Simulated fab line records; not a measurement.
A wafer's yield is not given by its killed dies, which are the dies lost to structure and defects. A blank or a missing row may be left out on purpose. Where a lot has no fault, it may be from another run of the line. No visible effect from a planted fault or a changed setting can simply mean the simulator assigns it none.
Which tool is to blame? | flow nand_harc | 13 lots, 39 wafers sampled, at 5 steps of a route of 1159

== WHAT THE GAUGES SHOWED, per wafer ==
NHARC_P_STI_CD_MEAS_09: the cd target is 200 nm. Usual: cd_nm at 200.1 nm, with a standard deviation of 2.6.
lot  | measured    | on        | cd_nm (nm)        | flag
L400 | day 2 10:53 | cd_sem-01 | 202.0 197.8 196.7 |
L401 | day 2 19:13 | cd_sem-03 | 198.2 199.8 197.9 |
L402 | day 3 01:30 | cd_sem-03 | 201.8 200.0 200.3 |
L403 | day 3 09:13 | cd_sem-03 | 200.8 200.6 203.2 |
L404 | day 3 09:04 | cd_sem-03 | 197.8 200.8 199.9 |
L405 | day 3 20:50 | cd_sem-03 | 200.1 199.2 197.4 |
L407 | day 4 12:24 | cd_sem-01 | 202.2 197.4 199.6 |
L416 | day 6 10:05 | cd_sem-01 | 203.3 202.6 205.1 |
L419 | day 7 05:31 | cd_sem-01 | 195.0 205.1 202.7 |
L420 | day 7 11:19 | cd_sem-02 | 198.4 196.6 201.5 |
L421 | day 7 19:17 | cd_sem-03 | 203.1 198.3 203.0 |
L422 | day 7 22:44 | cd_sem-03 | 201.7 198.7 204.8 |
L423 | day 8 04:41 | cd_sem-02 | 200.1 194.9 200.2 |

NHARC_END_SORT_01. Usual: killed_at_array 25, standard deviation 9.2; killed_at_other 0.8, standard deviation 1.2; killed_at_periphery 3.9, standard deviation 2.6; killed_dies 30, standard deviation 9.7; killed_open 3.4, standard deviation 1.9; killed_short 2.0, standard deviation 1.4.
lot  | measured     | on        | killed_at_array | killed_at_other | killed_at_periphery | killed_dies | killed_open | killed_short | flag
L405 | day 20 11:01 | prober-01 | 20 12 24        | 0 0 0           | 657 665 653         | 677 677 677 | 3 4 3       | 3 2 1        | OFF
L407 | day 21 04:19 | prober-02 | 29 30 24        | 2 0 0           | 646 647 653         | 677 677 677 | 4 5 2       | 1 4 2        | OFF

== WHICH TOOL RAN EACH LOT (tool, then ch and the chambers of the sampled wafers, then the start) ==
lot  | NHARC_P_ZERO_WELL_ETCH_63       | NHARC_P_STI_HM_DEP_30      | NHARC_P_STI_ETCH_15
L400 | rie_si-03 ch 0,1,2, day 1 13:40 | lpcvd-02 ch 1, day 2 06:53 | rie_si-05 ch 0,1,3, day 2 11:26
L401 | rie_si-04 ch 2,3, day 1 19:34   | lpcvd-02 ch 0, day 2 15:10 | rie_si-02 ch 0,2,3, day 2 19:53
L402 | rie_si-04 ch 0,1, day 2 02:20   | lpcvd-02 ch 0, day 2 21:35 | rie_si-02 ch 0,1, day 3 02:03
L403 | rie_si-04 ch 0,1,2, day 2 08:04 | lpcvd-01 ch 0, day 3 05:04 | rie_si-05 ch 0,2,3, day 3 09:46
L404 | rie_si-03 ch 0,1,3, day 2 13:43 | lpcvd-01 ch 1, day 3 05:04 | rie_si-06 ch 1,2,3, day 3 09:38
L405 | rie_si-04 ch 0,1,3, day 2 19:34 | lpcvd-01 ch 0, day 3 12:49 | rie_si-02 ch 0,2,3, day 3 21:53
L407 | rie_si-01 ch 0,2, day 3 07:42   | lpcvd-02 ch 1, day 4 04:15 | rie_si-05 ch 1,2,3, day 4 12:58
L416 | rie_si-03 ch 1,2,3, day 5 13:44 | lpcvd-01 ch 1, day 6 05:49 | rie_si-02 ch 1,3, day 6 10:38
L419 | rie_si-03 ch 0,1,2, day 6 07:34 | lpcvd-02 ch 0, day 7 01:28 | rie_si-06 ch 0,1,3, day 7 06:04
L420 | rie_si-04 ch 0,1,3, day 6 13:33 | lpcvd-02 ch 0, day 7 07:14 | rie_si-05 ch 0,1,3, day 7 11:52
L421 | rie_si-03 ch 2,3, day 6 19:32   | lpcvd-01 ch 1, day 7 13:26 | rie_si-05 ch 0,2,3, day 7 19:51
L422 | rie_si-04 ch 0,2,3, day 7 01:41 | lpcvd-02 ch 1, day 7 18:43 | rie_si-05 ch 0,1,2, day 7 23:17
L423 | rie_si-04 ch 0,1,3, day 7 07:32 | lpcvd-02 ch 1, day 8 00:37 | rie_si-02 ch 0,2,3, day 8 05:13
- NHARC_P_ZERO_WELL_ETCH_63: etches the open film in HBr/Cl2, target depth 120 nm, time 40.1 s.
- NHARC_P_STI_HM_DEP_30: deposits Si3N4, target thk 80 nm, time 873 s.
- NHARC_P_STI_ETCH_15: etches the open film in HBr/Cl2, target depth 300 nm, time 100.1 s.

== AS READ BY THE TOOLS THEMSELVES (means over the sampled wafers that have a number; for cases with no such wafer, the mark the record gives instead) ==
NHARC_P_ZERO_WELL_ETCH_63. Usual: drypump_motor_current_A 5.7 A, standard deviation 0.52; oes_product_au 0.999 a.u., standard deviation 0.0095; throttle_valve_pct 26.404 %, standard deviation 0.0093.
lot  | tool      | drypump_motor_current_A (A) | oes_product_au (a.u.) | throttle_valve_pct (%) | flag
L400 | rie_si-03 | 5.6                         | 0.987                 | 26.407                 |
L401 | rie_si-04 | 5.4                         | 1.012                 | 26.403                 |
L402 | rie_si-04 | 5.6                         | 1.001                 | 26.414                 |
L403 | rie_si-04 | 5.5                         | 1.009                 | 26.413                 |
L404 | rie_si-03 | 5.4                         | 0.997                 | 26.407                 |
L405 | rie_si-04 | 5.8                         | 1.008                 | 26.398                 |
L407 | rie_si-01 | 6.3                         | 1.000                 | 26.404                 |
L416 | rie_si-03 | 5.6                         | 0.994                 | 26.399                 |
L419 | rie_si-03 | 5.6                         | 1.003                 | 26.405                 |
L420 | rie_si-04 | 5.8                         | 0.992                 | 26.410                 |
L421 | rie_si-03 | 6.1                         | 0.992                 | 26.397                 |
L422 | rie_si-04 | 5.5                         | 1.001                 | 26.406                 |
L423 | rie_si-04 | 5.8                         | 1.001                 | 26.406                 |

NHARC_P_STI_HM_DEP_30. Usual: susceptor_temp_C 789.98 C, standard deviation 0.27; zone_power_top_pct 28.7 %, standard deviation 2.1.
lot  | tool     | susceptor_temp_C (C) | zone_power_top_pct (%) | flag
L400 | lpcvd-02 | 789.74               | 25.6                   |
L401 | lpcvd-02 | 790.10               | 27.5                   |
L402 | lpcvd-02 | 790.05               | 27.3                   |
L403 | lpcvd-01 | 789.81               | 28.8                   |
L404 | lpcvd-01 | 790.17               | 31.1                   |
L405 | lpcvd-01 | 789.81               | 28.8                   |
L407 | lpcvd-02 | 789.92               | 26.0                   |
L416 | lpcvd-01 | 790.08               | 31.2                   |
L419 | lpcvd-02 | 789.93               | 27.3                   |
L420 | lpcvd-02 | 790.24               | 27.2                   |
L421 | lpcvd-01 | 789.98               | 31.2                   |
L422 | lpcvd-02 | 790.03               | 26.0                   |
L423 | lpcvd-02 | 790.10               | 25.9                   |

NHARC_P_STI_ETCH_15. Usual: drypump_motor_current_A 6.0 A, standard deviation 0.32; oes_product_au 1.002 a.u., standard deviation 0.0096; throttle_valve_pct 26.405 %, standard deviation 0.01.
lot  | tool      | drypump_motor_current_A (A) | oes_product_au (a.u.) | throttle_valve_pct (%) | flag
L400 | rie_si-05 | 6.2                         | 1.006                 | 26.395                 |
L401 | rie_si-02 | 6.0                         | 1.004                 | 26.400                 |
L402 | rie_si-02 | 5.8                         | 0.998                 | 26.400                 |
L403 | rie_si-05 | 6.3                         | 0.990                 | 26.399                 |
L404 | rie_si-06 | 5.6                         | 1.007                 | 26.412                 |
L405 | rie_si-02 | 6.0                         | 0.995                 | 26.402                 |
L407 | rie_si-05 | 6.0                         | 1.003                 | 26.412                 |
L416 | rie_si-02 | 6.0                         | 1.007                 | 26.404                 |
L419 | rie_si-06 | 5.8                         | 1.005                 | 26.398                 |
L420 | rie_si-05 | 6.2                         | 0.999                 | 26.405                 |
L421 | rie_si-05 | 6.3                         | 1.001                 | 26.416                 |
L422 | rie_si-05 | 6.2                         | 0.988                 | 26.408                 |
L423 | rie_si-02 | 6.0                         | 0.994                 | 26.390                 |

== THE ANSWER, worked out from the rows above alone ==
Rule: lot off if the mean of its wafers having a number is beyond 3 standard deviations from the usual mean. Also off: a lot with no number at a reading for which 4 or more lots have one. Where the step has rows for the other lots, those lots are counted as sound. First the gauges in route order, then the tools' own readings, where a lot's mean is used as printed above. The first step at which some lot is off is used, and at that step the reading that is off furthest; a lot without a number counts as furthest.
Off at NHARC_END_SORT_01 (killed_at_periphery): L405, L407. Neither off nor sound, because the step has no rows for them: L400, L401, L402, L403, L404, L416, L419, L420, L421, L422, L423.
A tool fits if, at a process step before that reading, it ran every lot that is off, and no sound lot after the first of them. The gauges at NHARC_END_SORT_01 are tried like those tools. No candidate that was tried fits.

== WHAT THE SIMULATOR HAD PUT IN ==
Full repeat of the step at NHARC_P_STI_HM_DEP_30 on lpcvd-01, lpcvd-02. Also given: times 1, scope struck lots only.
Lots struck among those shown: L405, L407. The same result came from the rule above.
